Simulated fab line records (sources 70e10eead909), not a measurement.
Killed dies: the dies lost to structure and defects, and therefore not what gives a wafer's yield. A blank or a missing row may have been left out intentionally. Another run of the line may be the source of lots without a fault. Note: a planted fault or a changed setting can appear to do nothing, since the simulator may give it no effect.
Which of the tools did it?	flow nand harc	6 lots with 18 wafers sampled at 5 steps, on a route of 1302 steps

== WHAT THE GAUGES READ, wafer by wafer ==
NHARC_END_SORT_01.
lot	measured	on	killed at array
L445	day 25 18:31	prober-02	32 48 53
L447	day 26 12:15	prober-02	25 26 25
L453	day 29 11:12	prober-02	32 32 35
L455	day 30 02:55	prober-01	52 34 29
L461	day 33 04:17	prober-01	71 57 51
L464	day 34 02:04	prober-01	67 56 46

== TOOL THAT RAN EACH LOT (tool first, then ch and the chambers of the sampled wafers, then the start) ==
lot	NHARC_A_SLIT_ETCH_26	NHARC_A_WL_FILL_STRIP_27	NHARC_A_WL_FILL_ETCHBACK_17	NHARC_A_WL_FILL_CMP_12
L445	har etch-01 ch 0,1, day 21 06:47	plasma asher-01 ch 0,1, day 21 17:13	rie metal-01 ch 0,1, day 22 03:58	cmp-03 ch 2,3, day 22 09:38
L447	har etch-02 ch 0,1, day 22 06:24	plasma asher-02 ch 0,1, day 22 16:22	rie metal-01 ch 0,1, day 23 04:31	cmp-01 ch 0,2,3, day 23 10:28
L453	har etch-02 ch 0,1, day 24 21:02	plasma asher-02 ch 0,1, day 25 06:48	rie metal-03 ch 0,1, day 25 17:02	cmp-02 ch 0,1,2, day 25 21:46
L455	har etch-02 ch 0,1, day 25 13:43	plasma asher-02 ch 0,1, day 25 22:13	rie metal-03 ch 0,1, day 26 07:50	cmp-03 ch 0,2, day 26 13:35
L461	har etch-02 ch 0,1, day 28 13:29	plasma asher-01 ch 0,1, day 28 23:22	rie metal-01 ch 0,1, day 29 09:31	cmp-01 ch 1,3, day 29 15:23
L464	har etch-01 ch 0,1, day 29 20:01	plasma asher-02 ch 0,1, day 30 06:10	rie metal-03 ch 0,1, day 30 16:23	cmp-03 ch 0,2,3, day 30 22:18
- NHARC_A_SLIT_ETCH_26: etches the open film in C4F8/O2/Ar, time 90 s, target depth 400 nm.
- NHARC_A_WL_FILL_STRIP_27: strips in N2/H2, time 20 s.
- NHARC_A_WL_FILL_ETCHBACK_17: etches the open film in Cl2/BCl3, target depth 4 nm, time 26.7 s.
- NHARC_A_WL_FILL_CMP_12: polishes, t overpolish 30 s, target thk 100 nm.

== THE ANSWER, worked out from the rows above alone ==
Rule: the usual values come from the lots themselves. The widest of any qualifying gaps counts: lots, ordered by their means at a reading, are off when they make up no more than a third of the lots, leave a main group of 4 or more, and stand apart from it by 3 or more times the standard deviation of that group's means. A main group is skipped when, at the precision printed for the reading in the tables above, its means are all equal. A lot without any number at a reading at which 4 lots or more have one is off too. Any other lot the step has rows for is counted as sound.
No lot is off at any reading shown: from this, nothing can be told.

== WHAT THE SIMULATOR HAD INSERTED ==
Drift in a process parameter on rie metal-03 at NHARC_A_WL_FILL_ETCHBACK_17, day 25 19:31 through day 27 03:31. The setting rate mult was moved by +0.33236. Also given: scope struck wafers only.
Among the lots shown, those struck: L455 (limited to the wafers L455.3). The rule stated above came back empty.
